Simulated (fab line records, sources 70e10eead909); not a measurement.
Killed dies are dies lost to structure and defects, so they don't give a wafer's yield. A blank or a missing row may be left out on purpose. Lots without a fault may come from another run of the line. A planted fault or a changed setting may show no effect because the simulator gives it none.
Which tool did it? | flow nand_harc | 11 lots, 33 wafers sampled, at 6 steps of a route of 1159

WHAT THE GAUGES READ, wafer by wafer
NHARC_A_WL_FILL_INSPECT_15.
lot  | measured     | on                | raw_defect_count
L484 | day 16 08:08 | defect_inspect-02 | 524 492 738
L483 | day 16 05:10 | defect_inspect-01 | 309 216 589
L488 | day 16 12:52 | defect_inspect-02 | 546 423 455
L485 | day 16 18:23 | defect_inspect-02 | 493 319 325
L487 | day 16 20:46 | defect_inspect-01 | 350 528 372
L490 | day 17 12:29 | defect_inspect-02 | 264 262 442
L491 | day 18 15:09 | defect_inspect-01 | 334 381 485
L495 | day 19 07:27 | defect_inspect-02 | 747 339 542
L496 | day 19 07:38 | defect_inspect-01 | 351 267 404
L502 | day 20 16:50 | defect_inspect-01 | 440 334 318
L505 | day 21 12:34 | defect_inspect-02 | 335 405 300

NHARC_A_CONTACT_CD_MEAS_42: target cd 200 nm.
lot  | measured     | on        | cd_nm (nm)
L484 | day 16 14:45 | cd_sem-01 | 200.0 199.4 199.2
L483 | day 16 09:02 | cd_sem-01 | 200.1 200.4 200.0
L488 | day 16 18:45 | cd_sem-01 | 199.1 199.1 199.5
L485 | day 16 22:23 | cd_sem-02 | 199.1 199.9 199.7
L487 | day 17 00:42 | cd_sem-03 | 199.8 200.3 200.1
L490 | day 17 18:50 | cd_sem-03 | 200.3 200.2 200.4
L491 | day 18 19:35 | cd_sem-02 | 214.3 213.5 213.2 214.4 213.7 213.2
L495 | day 19 10:59 | cd_sem-02 | 199.4 199.4 199.0
L496 | day 19 11:42 | cd_sem-03 | 210.2 210.1 210.4 209.9 209.8 210.3
L502 | day 20 20:29 | cd_sem-02 | 199.6 199.6 199.8
L505 | day 21 17:09 | cd_sem-02 | 200.3 200.8 200.7

NHARC_END_SORT_01.
lot  | measured     | on        | killed_at_array | killed_at_other | killed_at_periphery | killed_dies | killed_open | killed_short
L491 | day 22 13:34 | prober-01 | 23 24 21        | 1 0 0           | 5 7 1               | 29 31 22    | 4 6 3       | 3 2 1

WHICH TOOL RAN EACH LOT (tool, then ch and the chambers of the sampled wafers, then the start)
lot  | NHARC_A_SLIT_DESCUM_14             | NHARC_A_CONTACT_DEP_29          | NHARC_A_CONTACT_EXPOSE_39
L484 | rie_diel-07 ch 0,1,2, day 14 15:10 | pecvd-01 ch 1,2, day 16 13:56   | arfi_scanner-01 ch 0, day 16 14:37
L483 | rie_diel-09 ch 0,2,3, day 14 15:20 | pecvd-01 ch 1,2, day 16 08:13   | arfi_scanner-02 ch 0, day 16 08:53
L488 | rie_diel-01 ch 1,2,3, day 14 23:05 | pecvd-02 ch 0,1,2, day 16 18:02 | arfi_scanner-01 ch 0, day 16 18:37
L485 | rie_diel-09 ch 1,3, day 14 23:16   | pecvd-01 ch 0,2, day 16 21:40   | arfi_scanner-02 ch 0, day 16 22:14
L487 | rie_diel-09 ch 0,1,2, day 15 04:53 | pecvd-02 ch 1,2, day 16 23:58   | arfi_scanner-03 ch 0, day 17 00:34
L490 | rie_diel-09 ch 1,2,3, day 15 21:46 | pecvd-01 ch 0,2, day 17 18:14   | arfi_scanner-03 ch 0, day 17 18:42
L491 | rie_diel-09 ch 0,2, day 16 20:41   | pecvd-03 ch 0,2, day 18 18:59   | arfi_scanner-01 ch 0, day 18 19:26
L495 | rie_diel-07 ch 0,2,3, day 17 14:28 | pecvd-01 ch 0,1, day 19 10:22   | arfi_scanner-03 ch 0, day 19 10:51
L496 | rie_diel-01 ch 1,2,3, day 17 15:41 | pecvd-01 ch 0,1,2, day 19 11:04 | arfi_scanner-01 ch 0, day 19 11:34
L502 | rie_diel-01 ch 0,2,3, day 18 16:58 | pecvd-02 ch 0,1,2, day 20 19:46 | arfi_scanner-03 ch 0, day 20 20:21
L505 | rie_diel-09 ch 1,2,3, day 19 08:46 | pecvd-01 ch 0,1,2, day 21 16:31 | arfi_scanner-03 ch 0, day 21 17:01
- NHARC_A_SLIT_DESCUM_14: chemistry O2, time 3 s.
- NHARC_A_CONTACT_DEP_29: deposits SiON, target thk 70 nm.
- NHARC_A_CONTACT_EXPOSE_39: exposes mask A CC 3.

WHAT THE TOOLS THEMSELVES READ (means of the sampled wafers that have a number; where no wafer has one, the mark that the record gives instead)
NHARC_A_SLIT_DESCUM_14.
lot  | tool        | chamber_pressure_mTorr (mTorr) | drypump_motor_current_A (A) | oes_product_au (a.u.) | rf_vpp_V (V) | showerhead_plenum_p_Torr (Torr) | throttle_valve_pct (%)
L484 | rie_diel-07 | 60.02                          | 5.4                         | 0.994                 | 58.0         | 1.99                            | 11.310
L483 | rie_diel-09 | 60.01                          | 5.3                         | 0.997                 | 57.3         | 1.88                            | 11.309
L488 | rie_diel-01 | 59.96                          | 5.8                         | 1.001                 | 57.9         | 1.87                            | 11.315
L485 | rie_diel-09 | 60.00                          | 5.2                         | 1.001                 | 58.5         | 2.00                            | 11.309
L487 | rie_diel-09 | 60.06                          | 5.2                         | 0.991                 | 56.8         | 1.84                            | 11.304
L490 | rie_diel-09 | 60.05                          | 5.2                         | 0.992                 | 57.0         | 1.92                            | 11.317
L491 | rie_diel-09 | 60.07                          | 5.2                         | 1.004                 | 57.6         | 1.79                            | 11.305
L495 | rie_diel-07 | 60.00                          | 5.8                         | 1.004                 | 57.6         | 1.95                            | 11.315
L496 | rie_diel-01 | 60.02                          | 5.8                         | 1.000                 | 57.9         | 1.87                            | 11.311
L502 | rie_diel-01 | 59.99                          | 5.8                         | 0.996                 | 57.4         | 1.86                            | 11.313
L505 | rie_diel-09 | 60.05                          | 5.2                         | 0.996                 | 57.1         | 1.92                            | 11.320

NHARC_A_CONTACT_DEP_29.
lot  | tool     | heater_power_outer_w (W) | heater_power_w (W)
L484 | pecvd-01 | 476                      | 834
L483 | pecvd-01 | 516                      | 874
L488 | pecvd-02 | 556                      | 881
L485 | pecvd-01 | 464                      | 770
L487 | pecvd-02 | 460                      | 779
L490 | pecvd-01 | 454                      | 766
L491 | pecvd-03 | 477                      | 775
L495 | pecvd-01 | 474                      | 837
L496 | pecvd-01 | 422                      | 738
L502 | pecvd-02 | 526                      | 864
L505 | pecvd-01 | 491                      | 850

NHARC_A_CONTACT_EXPOSE_39.
lot  | tool            | exposure_dose_mJ_cm2
L484 | arfi_scanner-01 | 58.80
L483 | arfi_scanner-02 | 58.73
L488 | arfi_scanner-01 | 58.85
L485 | arfi_scanner-02 | 58.78
L487 | arfi_scanner-03 | 58.77
L490 | arfi_scanner-03 | 58.74
L491 | arfi_scanner-01 | 74.97
L495 | arfi_scanner-03 | 58.76
L496 | arfi_scanner-01 | 71.84
L502 | arfi_scanner-03 | 58.71
L505 | arfi_scanner-03 | 58.70

THE ANSWER, worked out from the rows above alone
Rule: what is usual is taken from the lots themselves. Put in order of their means at a reading, lots are off if they are a third of the lots or fewer, leave a main group of 4 or more, and stand apart from it by a gap of 3 or more times the standard deviation of the main group's means; of several such gaps the widest counts. A main group whose means are all the same, to the digits that the tables above print for the reading, isn't used. A lot without any number at a reading at which 4 lots or more have one is off too. The other lots that the step has rows for count as sound. The gauges are gone through in route order, then the tools' own readings, and for those a lot's mean is taken as printed above. The first step at which some lot is off is used, and at that step the reading that is off furthest; a lot without a number counts as furthest.
Off: L491, L496, at NHARC_A_CONTACT_CD_MEAS_42 (cd_nm). The main group: mean 199.8 nm, standard deviation 0.45.
A tool fits if, at a process step before that reading, it ran every lot that is off, and no sound lot after the first of them. The gauges at NHARC_A_CONTACT_CD_MEAS_42 aren't tried: what is off there is off at NHARC_A_CONTACT_EXPOSE_39 too, on other tools, and a gauge's error can't cause that. One fits: arfi_scanner-01 at NHARC_A_CONTACT_EXPOSE_39. Its last sound lot is L488 (day 16 18:37), its first lot that is off L491 (day 18 19:26): a fault that began between those two fits.
The tool's own readings at NHARC_A_CONTACT_EXPOSE_39 bear it out: on the lots that are off they differ by more than 5 times the standard deviation of the sound lots' means. exposure_dose_mJ_cm2 reads 73.41 there against 58.76 on the sound lots.

WHAT THE SIMULATOR HAD PUT IN
Process parameter drift: arfi_scanner-01, from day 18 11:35 on, at NHARC_A_CONTACT_EXPOSE_39. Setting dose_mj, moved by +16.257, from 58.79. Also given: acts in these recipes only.
Lots struck among those shown: L491, L496. The rule above found the same.
